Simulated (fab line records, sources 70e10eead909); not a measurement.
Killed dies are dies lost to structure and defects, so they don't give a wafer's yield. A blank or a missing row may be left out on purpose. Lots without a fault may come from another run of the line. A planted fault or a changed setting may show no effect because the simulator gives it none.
fab line records | flow nand_harc
record lots=6 wafers=18 last_day=34
route steps=1302 shown A_BLC@1132 A_M0@1137
lots that met no fault: from a run of the same line without faults
start_h: hours from the record's first day to the start of the lot's first wafer shown | wait_h: hours since the lot's step before | " the same as in the row above | L1.1+2: a row that stands for several wafers | - no value, or no start given | * or withheld: withheld | < > ~ a bound
route shown NAME@n: a module of which the file shows steps, and the number in the route of the first | usual: mean/standard deviation of fault-free wafers | same: alike in all rows | chamber/n: place in a boat | sites: the reading at each site | _std_site: their standard deviation | _edge_site: outer sites' mean less inner sites' | radius_mm: how far each site lies from the wafer's centre | mask NAME#n: copy n | behind: the tool/chamber that last shaped the wafer | hold: why the lot was held/for how many hours/how that ended | device: the transistor (n, p or np) that didn't switch | end of line: the same wafers' tests at the end of the route | a step without rows: its recipe alone | killed: dies lost to structure and defects at the first sort, not the wafer's yield | map: a wafer's dies, x killed, . not, _ none there
set.NAME: the setting as run; set.NAME@STEP: as run at that earlier step | model.NAME: the simulator's own value behind a step, which no gauge read
lots at some steps of the route; a table a step, a row a wafer
services: from which hour (start_h, from the record's first day; less than 0 if before it) a tool's chamber was out of use, for how many hours, and why
## steps
# step NHARC_A_BLC_CVD_24
# recipe target_thk_a=1500 temp_c=300 pressure_torr=40 wf6_flow_sccm=40 h2_flow_sccm=1600 ar_flow_sccm=1560 time_s=434 material=W
# usual heater_power_w=465/31 throttle_valve_pct=8.03/0.24
# same time_s=434
# columns lot.wafer tool chamber start_h wait_h heater_power_w throttle_valve_pct
L994.3 cvd_w-02 1 - - 491 8.12
L994.6 " 0 " " 448 7.83
L994.5 " 1 " " 491 8.23
L999.1 cvd_w-02 1 - - 496 8.17
L999.4 " 0 " " 439 7.77
L999.3 " 1 " " 503 8.29
L111.4 cvd_w-02 0 - - 457 8.00
L111.6 " 1 " " 454 8.21
L111.5 " 0 " " 438 7.69
L110.3 cvd_w-01 0 - - 434 8.02
L110.4 " 1 " " 501 8.14
L110.5 " 0 " " 442 8.12
L112.2 cvd_w-01 1 - - 510 8.27
L112.3 " 0 " " 439 8.13
L112.6 " 0 " " 452 8.26
L117.2 cvd_w-02 1 - - 448 8.38
L117.6 " 1 " " 458 8.43
L117.5 " 0 " " 447 7.86
# step NHARC_A_BLC_CMP_25
# recipe t_overpolish_s=30 target_thk_nm=150
# usual motor_current_A=11.6/0.92 overpolish_run_s=30.001/0.0086 pad_life_wafers=156/110 time_to_endpoint_s=29.7/2.5
# columns lot.wafer tool chamber start_h wait_h motor_current_A overpolish_run_s pad_life_wafers time_to_endpoint_s
L994.3 cmp-02 3 537.18 0.3 11.2 30.005 31 30.5
L994.5 " 2 " " 11.4 29.992 - 25.1
L994.6 " 3 " " 11.5 30.005 - 29.9
L999.1 cmp-02 3 575.45 0.4 11.6 30.003 174 29.9
L999.4 " 0 " " 12.7 29.995 175 28.4
L999.3 " 2 " " 11.4 30.000 177 26.2
L111.4 cmp-04 3 693.21 0.3 10.8 29.999 338 29.9
L111.6 " 1 " " 12.3 30.011 - 29.1
L111.5 " 2 " " 13.6 29.999 - 32.6
L110.4 cmp-04 3 695.21 0.2 11.6 29.991 342 26.3
L110.3 " 1 " " 13.2 30.008 344 28.1
L110.5 " 3 " " 11.9 30.004 - 27.6
L112.2 cmp-01 3 709.75 0.4 12.0 30.024 96 27.7
L112.3 " 2 " " 10.4 29.991 99 29.7
L112.6 " 0 " " 12.0 29.987 - 30.9
L117.2 cmp-01 1 764.50 0.5 10.5 30.008 325 29.2
L117.6 " 0 " " 11.3 29.983 - 32.3
L117.5 " 1 " " 10.2 29.983 - 28.0
# step NHARC_A_BLC_SRD_27
# step NHARC_A_BLC_INSPECT_28
# usual raw_defect_count=541/140
# columns lot.wafer tool chamber start_h wait_h raw_defect_count
L994.3 defect_inspect-01 - 537.56 0.1 533
L994.5 " - " " 674
L994.6 " - " " 611
L999.1 defect_inspect-02 - 575.85 0.1 471
L999.3 " - " " 408
L999.4 " - " " 367
L111.4 defect_inspect-01 - 693.57 0.1 571
L111.5 " - " " 598
L111.6 " - " " 655
L110.3 defect_inspect-02 - 695.63 0.1 530
L110.4 " - " " 560
L110.5 " - " " 509
L112.2 defect_inspect-01 - 710.15 0.1 616
L112.3 " - " " 471
L112.6 " - " " 758
L117.2 defect_inspect-01 - 764.87 0.1 597
L117.5 " - " " 607
L117.6 " - " " 541
# step NHARC_A_M0_DEP_00
# recipe target_thk_a=1500 target_thk_nm=150 temp_c=withheld pressure_torr=5 flow_sccm=200 rf_w=600 material=SiOC
# step NHARC_A_M0_DEHYDRATE_01
# recipe temp_c=150 time_s=120
# step NHARC_A_M0_HMDS_02
# recipe time_s=30
# step NHARC_A_M0_COAT_33
# recipe temp_c=200 time_s=65
# step NHARC_A_M0_COAT_03
# recipe spin_rpm=1500 resist_thk_nm=90
# step NHARC_A_M0_SOFTBAKE_04
# recipe temp_c=105 time_s=55
# step NHARC_A_M0_EBR_05
# step NHARC_A_M0_EXPOSE_06
# recipe na=1.35 target_cd_nm=80 dose_mj=83.25 mask_id=A_M0
# usual exposure_dose_mJ_cm2=83.14/0.085
# columns lot.wafer tool chamber start_h wait_h mask exposure_dose_mJ_cm2
L994.3 arfi_scanner-01 0 538.33 - A_M0#0 83.13
L994.5 " 0 " " A_M0#0 83.12
L994.6 " 0 " " A_M0#0 83.22
L999.1 arfi_scanner-02 0 576.61 - A_M0#0 83.22
L999.3 " 0 " " A_M0#0 83.11
L999.4 " 0 " " A_M0#0 83.18
L111.4 arfi_scanner-01 0 694.21 - A_M0#0 83.10
L111.5 " 0 " " A_M0#0 83.17
L111.6 " 0 " " A_M0#0 82.97
L110.3 arfi_scanner-02 0 696.40 - A_M0#0 123.21
L110.4 " 0 " " A_M0#0 123.27
L110.5 " 0 " " A_M0#0 123.32
L112.2 arfi_scanner-02 0 710.79 - A_M0#0 115.24
L112.3 " 0 " " A_M0#0 115.31
L112.6 " 0 " " A_M0#0 115.19
L117.2 arfi_scanner-03 0 765.64 - A_M0#0 83.16
L117.5 " 0 " " A_M0#0 83.08
L117.6 " 0 " " A_M0#0 83.05
# step NHARC_A_M0_PEB_07
# recipe peb_temp_c=100 peb_time_s=65
# step NHARC_A_M0_DEVELOP_08
# recipe develop_time_s=35 dev_temp_c=23
# step NHARC_A_M0_CD_MEAS_09
# recipe target_cd_nm=80 landing_energy_ev=500
# usual cd_nm=80.0/0.63
# columns lot.wafer tool chamber start_h wait_h cd_nm
L994.3 cd_sem-02 0 538.47 - 80.3
L994.5 " 0 " " 80.4
L994.6 " 0 " " 80.1
L999.1 cd_sem-01 0 576.76 - 78.9
L999.3 " 0 " " 79.7
L999.4 " 0 " " 80.4
L111.4 cd_sem-03 0 694.34 - 79.6
L111.5 " 0 " " 79.9
L111.6 " 0 " " 80.2
L110.3 cd_sem-03 0 696.54 - 104.7
L110.4 " 0 " " 106.1
L110.5 " 0 " " 104.9
L112.2 cd_sem-01 0 710.93 - 100.6
L112.3 " 0 " " 101.9
L112.6 " 0 " " 101.1
L117.2 cd_sem-02 0 765.77 - 79.4
L117.5 " 0 " " 80.1
L117.6 " 0 " " 79.9
# step NHARC_A_M0_OVL_MEAS_10
# recipe pitch_nm=160
# usual overlay_x_nm=0.1/0.94 overlay_y_nm=0.0/0.72
# columns lot.wafer tool chamber start_h wait_h overlay_x_nm overlay_y_nm
L994.3 overlay-01 - 538.56 - 0.3 -0.4
L994.5 " - " " 1.0 -0.3
L994.6 " - " " -0.1 -0.4
L999.1 overlay-02 - 576.84 - 0.5 -0.9
L999.3 " - " " 0.2 -0.9
L999.4 " - " " 0.3 -0.5
L111.4 overlay-02 - 694.43 - 0.1 0.9
L111.5 " - " " -0.1 0.8
L111.6 " - " " 0.2 1.0
L110.3 overlay-01 - 696.62 - -0.7 -0.9
L110.4 " - " " -0.5 -0.8
L110.5 " - " " -0.7 -0.7
L112.2 overlay-01 - 711.01 - -0.2 -1.1
L112.3 " - " " -0.1 -0.7
L112.6 " - " " 0.0 -1.3
L117.2 overlay-01 - 765.86 - 0.5 -0.8
L117.5 " - " " 1.0 -1.2
L117.6 " - " " 1.0 -1.2
# step NHARC_A_M0_INSPECT_11
# usual raw_defect_count=95/35
# columns lot.wafer tool chamber start_h wait_h raw_defect_count
L994.3 defect_inspect-02 - 538.59 0.0 125
L994.5 " - " " 101
L994.6 " - " " 129
L999.1 defect_inspect-01 - 576.88 0.0 82
L999.3 " - " " 71
L999.4 " - " " 92
L111.4 defect_inspect-01 - 694.46 0.0 82
L111.5 " - " " 100
L111.6 " - " " 92
L110.3 defect_inspect-02 - 696.66 0.0 96
L110.4 " - " " 118
L110.5 " - " " 107
L112.2 defect_inspect-02 - 711.05 0.0 102
L112.3 " - " " 90
L112.6 " - " " 98
L117.2 defect_inspect-02 - 765.90 0.0 152
L117.5 " - " " 117
L117.6 " - " " 157
# step NHARC_A_M0_DESCUM_14
# recipe time_s=3 o2_flow_sccm=200 ar_flow_sccm=0 bias_power_w=0 chemistry=O2
# usual drypump_motor_current_A=5.5/0.47 oes_product_au=0.998/0.0093 rf_vpp_V=57.7/0.9 showerhead_plenum_p_Torr=1.91/0.078 throttle_valve_pct=11.312/0.009
# same time_s=3
# columns lot.wafer tool chamber start_h wait_h drypump_motor_current_A oes_product_au rf_hours_counter_h rf_vpp_V showerhead_plenum_p_Torr throttle_valve_pct model.A_M0.cd_nm
L994.3 rie_diel-09 2 538.68 0.1 5.3 0.994 2 58.6 2.00 11.322 79.95
L994.5 " 3 " " 4.9 1.006 - 56.5 1.88 11.293 80.04
L994.6 " 0 " " 5.7 1.006 - 57.3 1.89 11.312 80.53
L999.1 rie_diel-09 3 576.95 0.1 4.9 0.993 4 58.4 1.88 11.321 79.65
L999.3 " 0 " " 5.7 0.998 5 57.2 1.89 11.310 80.23
L999.4 " 0 " " 5.7 1.000 - 56.4 1.89 11.305 80.87
L111.4 rie_diel-09 0 694.52 0.1 5.7 0.989 0 58.1 1.89 11.310 80.64
L111.5 " 0 " " 5.7 0.999 - 57.5 1.89 11.314 80.82
L111.6 " 1 " " 6.3 0.985 - 59.2 2.03 11.323 79.26
L110.4 rie_diel-09 0 696.72 0.1 5.7 0.993 1 57.3 1.89 11.326 106.7
L110.3 " 3 " " 4.9 1.007 1 58.0 1.88 11.311 105.2
L110.5 " 1 " " 6.3 0.980 - 58.0 2.03 11.313 104.3
L112.3 rie_diel-09 3 711.11 0.1 4.9 1.003 1 58.4 1.88 11.323 102.8
L112.2 " 1 " " 6.3 0.985 1 59.2 2.03 11.312 100.3
L112.6 " 3 " " 4.9 1.001 - 58.7 1.88 11.309 101.8
L117.2 rie_diel-09 0 765.97 0.1 5.7 1.005 4 58.6 1.89 11.322 79.9
L117.5 " 3 " " 4.9 0.997 - 58.2 1.87 11.316 80.41
L117.6 " 0 " " 5.7 1.006 - 58.4 1.89 11.332 80.84
# step NHARC_A_M0_ETCH_34
# recipe target_depth_a=400 overetch_a=120 time_s=43.94 ion_energy_ev=200 n2_flow_sccm=150 h2_flow_sccm=150 ar_flow_sccm=0 rf_w=400 bias_w=150 chemistry=N2/H2
# usual drypump_motor_current_A=5.5/0.48 oes_product_au=0.999/0.0093 rf_vpp_V=430.2/2.4 showerhead_plenum_p_Torr=2.03/0.085 throttle_valve_pct=14.170/0.011
# same time_s=43.94
# columns lot.wafer tool chamber start_h wait_h drypump_motor_current_A oes_product_au rf_hours_counter_h rf_vpp_V showerhead_plenum_p_Torr throttle_valve_pct
L994.3 rie_diel-09 1 538.75 0.1 6.3 0.984 2 433.1 2.17 14.155
L994.5 " 3 " " 4.9 0.997 - 429.1 2.00 14.177
L994.6 " 0 " " 5.7 1.001 - 430.1 2.02 14.175
L999.3 rie_diel-09 2 577.05 0.1 5.3 1.000 4 433.3 2.13 14.169
L999.1 " 3 " " 4.9 0.995 4 428.9 2.00 14.166
L999.4 " 3 " " 4.9 0.999 - 430.6 2.00 14.182
L111.4 rie_diel-09 0 694.62 0.1 5.7 0.991 0 429.7 2.01 14.180
L111.6 " 1 " " 6.3 1.003 - 433.5 2.17 14.165
L111.5 " 2 " " 5.3 0.998 - 432.0 2.13 14.152
L110.3 rie_diel-09 1 696.81 0.1 6.3 0.977 0 433.4 2.17 14.164
L110.4 " 2 " " 5.3 0.992 0 434.1 2.13 14.163
L110.5 " 1 " " 6.3 0.990 - 432.1 2.17 14.178
L112.3 rie_diel-09 1 711.20 0.1 6.3 0.998 1 433.4 2.17 14.151
L112.2 " 3 " " 4.9 1.022 1 429.9 2.00 14.173
L112.6 " 2 " " 5.3 1.008 - 432.7 2.13 14.196
L117.2 rie_diel-09 1 766.06 0.1 6.3 0.986 4 433.9 2.16 14.167
L117.5 " 2 " " 5.3 0.999 - 432.4 2.13 14.166
L117.6 " 3 " " 4.9 1.006 - 429.1 2.00 14.187
# step NHARC_A_M0_ETCH_15
# recipe target_depth_a=1500 overetch_a=150 time_s=82.5 c4f8_flow_sccm=withheld ar_flow_sccm=400 rf_w=600 bias_w=300 chemistry=C4F8/Ar
# usual oes_product_au=0.952/0.023 rf_vpp_V=440.8/2.5
# same time_s=82.5
# columns lot.wafer tool chamber start_h wait_h oes_product_au rf_hours_counter_h rf_vpp_V model.A_M0.cd_nm
L994.3 rie_diel-09 0 - - 0.960 2 438.5 79.93
L994.6 " 2 " " 0.975 - 442.4 80.52
L994.5 " 3 " " 0.969 - 439.7 80.4
L999.1 rie_diel-09 3 - - 0.945 4 441.8 80.18
L999.3 " 0 " " 0.946 5 440.5 79.22
L999.4 " 2 " " 0.952 - 443.0 81.19
L111.4 rie_diel-09 3 - - 0.977 1 438.7 80.53
L111.6 " 3 " " 0.985 - 438.7 78.51
L111.5 " 0 " " 0.939 - 439.8 80.63
L110.3 rie_diel-09 1 - - 0.961 0 443.4 104.7
L110.4 " 2 " " 0.972 0 444.4 106.6
L110.5 " 2 " " 0.973 - 442.5 104
L112.3 rie_diel-09 1 - - 0.916 1 444.6 102.4
L112.2 " 0 " " 0.921 1 440.9 100.5
L112.6 " 1 " " 0.918 - 443.0 101.8
L117.2 rie_diel-09 3 - - 0.927 4 440.6 79.32
L117.5 " 2 " " 0.915 - 444.1 80.77
L117.6 " 3 " " 0.925 - 439.8 80.76
# step NHARC_A_M0_CD_MEAS_16
# usual cd_nm=80.0/0.97
# columns lot.wafer tool chamber start_h wait_h cd_nm
L994.3 cd_sem-02 - 538.96 - 79.8
L994.5 " - " " 80.1
L994.6 " - " " 80.9
L999.1 cd_sem-03 - 577.28 - 80.3
L999.3 " - " " 79.5
L999.4 " - " " 81.4
L111.4 cd_sem-03 - 694.83 - 80.1
L111.5 " - " " 80.7
L111.6 " - " " 78.2
L110.3 cd_sem-03 - 697.02 - 104.8
L110.4 " - " " 106.8
L110.5 " - " " 104.2
L112.2 cd_sem-02 - 711.41 - 100.6
L112.3 " - " " 102.2
L112.6 " - " " 102.0
L117.2 cd_sem-01 - 766.26 - 79.3
L117.5 " - " " 80.7
L117.6 " - " " 81.0
## services
# columns tool chamber start_h hours kind
cmp-04 - 514.40 0.7 repair
arfi_scanner-02 - 516.55 2.6 repair
cmp-01 - 517.23 0.9 repair
cmp-02 - 526.56 4.0 pm
rie_diel-09 3 544.75 3.4 repair
cvd_w-01 - 545.88 0.7 repair
cvd_w-01 - 547.00 13.0 pm
cvd_w-02 0 549.21 14.5 repair
cmp-01 - 550.78 0.2 repair
arfi_scanner-01 - 557.76 0.4 repair
cmp-02 - 559.12 0.7 repair
arfi_scanner-01 - 566.44 2.3 repair
rie_diel-09 1 570.75 21.0 repair
rie_diel-09 - 625.80 0.3 repair
cvd_w-02 - 631.00 13.0 pm
arfi_scanner-02 - 656.86 4.0 pm
rie_diel-09 3 657.87 2.5 repair
arfi_scanner-02 - 661.89 0.5 repair
rie_diel-09 - 674.10 9.0 pm
cvd_w-02 0 720.09 18.6 repair
arfi_scanner-02 - 725.61 3.6 repair
arfi_scanner-02 - 730.36 0.8 repair
cvd_w-02 0 745.79 2.6 repair
cvd_w-02 0 754.26 3.4 repair
## key
first_sign step=NHARC_A_M0_EXPOSE_06 reading=exposure_dose_mJ_cm2 direction=up sigmas=99+ usual=83.14 struck=119.26
effect step=NHARC_A_M0_CD_MEAS_09 reading=cd_nm direction=up sigmas=37 usual=80.0 struck=103.2 through=control_loop
effect step=NHARC_A_M0_CD_MEAS_16 reading=cd_nm direction=up sigmas=24 usual=80.0 struck=103.4 through=control_loop
model_effect step=NHARC_A_M0_DESCUM_14 value=A_M0.cd_nm without=80.01 struck=103.5
model_effect step=NHARC_A_M0_ETCH_15 value=A_M0.cd_nm without=79.87 struck=103.4
met_at NHARC_A_M0_EXPOSE_06
struck_wafers L110.3,L110.4,L110.5,L112.2,L112.3,L112.6
later_rows_left_out L110.3,L110.4,L110.5,L112.2,L112.3,L112.6
sort_left_out L110.3,L110.4,L110.5,L112.2,L112.3,L112.6
loop_trim step=NHARC_A_M0_EXPOSE_06 setting=dose lots=L112
onset_between 576.61 696.40
fault kind=process_parameter_drift tool=arfi_scanner-02 chamber=- onset_h=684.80 steps=NHARC_A_M0_EXPOSE_06 channel=dose_mj offset=40.098 shape=step acts_in=these_recipes_only stated=83.25
# sort_left_out: the simulated sort isn't trusted on such a fault, so these wafers' sort isn't shown, and their yield isn't known
# later_rows_left_out: the simulator's readings of these wafers behind a module that went badly wrong aren't trusted and aren't shown, but for the sort
# loop_trim: a control loop set the setting to another value than it would have without faults
